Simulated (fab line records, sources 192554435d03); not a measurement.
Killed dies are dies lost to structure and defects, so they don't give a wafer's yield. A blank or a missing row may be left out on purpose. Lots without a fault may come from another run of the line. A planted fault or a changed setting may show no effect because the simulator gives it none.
Chamber matching | flow n5_finfet | N5_BEOL_M8_CURE_74 on uv_cure-03: 3 sister chambers
The step cures SiCOH lowk, time 240 s. 14 wafers are shown with their chamber, then 6 later ones without.

WAFERS WITH THEIR CHAMBER
wafer  | chamber | wafer_temp_C_max | lamp_power_pct (%)
L356.1 | 1       | 387.6            | 52.25
L356.4 | 1       | 387.4            | 52.43
L356.6 | 1       | 387.2            | 52.29
L358.1 | 1       | 387.4            | 52.27
L361.3 | 1       | 387.3            | 52.28
L363.1 | 0       | 387.0            | 52.23
L363.3 | 0       | 387.5            | 52.28
L363.6 | 0       | 387.4            | 52.38
L365.2 | 2       | 387.1            | 52.38
L365.3 | 2       | 387.3            | 52.34
L365.4 | 2       | 387.2            | 52.34
L367.1 | 0       | 387.2            | 52.29
L367.2 | 0       | 388.3            | 52.30
L367.5 | 0       | 388.0            | 52.31

SIGNATURES (means of the wafers above)
reading          | chamber 0 | chamber 1 | chamber 2 | scatter within a chamber
wafer_temp_C_max | 387.567   | 387.380   | 387.200   | 0.347
lamp_power_pct   | 52.2983   | 52.3040   | 52.3533   | 0.0553
Rule: a wafer's distance from a chamber is the root of the sum, over the readings, of the square of ((its reading less the chamber's mean) divided by the reading's scatter). The wafer belongs to the nearest chamber; if the next one is less than 2 further off, it can't be placed. The scatter: the root of (the sum of the squares of (reading less its chamber's mean) over the shown wafers, divided by (wafers less chambers)).

WAFERS WITHOUT THEIR CHAMBER
wafer  | wafer_temp_C_max | lamp_power_pct (%)
L372.2 | 387.4            | 52.34
L372.4 | 387.0            | 52.33
L372.6 | 387.1            | 52.21
L375.1 | 387.6            | 52.35
L375.2 | 387.2            | 52.28
L375.3 | 387.9            | 52.28

WHICH CHAMBER EACH WENT THROUGH
wafer  | from the rows above          | in truth
L372.2 | can't be placed: 2 or 1 or 0 | 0
L372.4 | can't be placed: 2 or 1 or 0 | 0
L372.6 | can't be placed: 1 or 0 or 2 | 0
L375.1 | can't be placed: 0 or 1 or 2 | 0
L375.2 | can't be placed: 1 or 0 or 2 | 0
L375.3 | can't be placed: 0 or 1 or 2 | 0
Placed correctly: 0 of 6. Can't be placed from these rows: 6 (the true chamber is among the candidates in 6). Placed wrongly: 0.
